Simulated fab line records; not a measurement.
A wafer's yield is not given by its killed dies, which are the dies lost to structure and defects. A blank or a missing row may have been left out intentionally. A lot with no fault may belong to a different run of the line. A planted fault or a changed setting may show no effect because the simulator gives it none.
Chamber matching | flow nandHarc | NHARC_A_M1_DEP_00 on pecvd-03: 3 sister chambers
The step deposits SiOC, target thk 182.5 nm. 3 wafers are shown with their chamber, then 8 later ones without.

== EACH WAFER AND ITS CHAMBER ==
wafer  | chamber | chamberPressureTorr (Torr)
L840.5 | 1       | 4.988
L853.6 | 2       | 5.023
L854.1 | 0       | 5.003

== WAFERS WHOSE CHAMBER IS MISSING ==
wafer  | chamberPressureTorr (Torr)
L854.2 | 5.014
L854.5 | 4.982
L857.2 | 5.010
L857.3 | 5.007
L857.6 | 4.992
L859.1 | 4.991
L859.3 | 4.995
L859.6 | 4.994

== WHICH CHAMBER EACH ONE RAN IN ==
wafer  | from the rows above     | in truth
L854.2 | can't be placed: 2 or 0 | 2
L854.5 | 1                       | 1
L857.2 | can't be placed: 0 or 2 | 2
L857.3 | can't be placed: 0 or 2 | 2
L857.6 | can't be placed: 1 or 0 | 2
L859.1 | can't be placed: 1 or 0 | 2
L859.3 | can't be placed: 1 or 0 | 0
L859.6 | can't be placed: 1 or 0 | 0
1 of 8 placed correctly. Not placeable from these rows: 7 (in 5, the candidates include the true chamber). Wrongly placed: 0.
How it was worked out, from the rows above alone: a wafer's distance from a chamber is the root of the sum, over the readings, of the square of ((its reading less the chamber's mean) divided by the reading's scatter). If the next closest chamber is less than 2 further off than the closest, the wafer can't be placed; otherwise it belongs to the closest. A chamber's mean is the mean of its shown wafers. The scatter: root of mean squared gap, hidden wafer to nearest shown wafer, with one shown wafer a chamber.
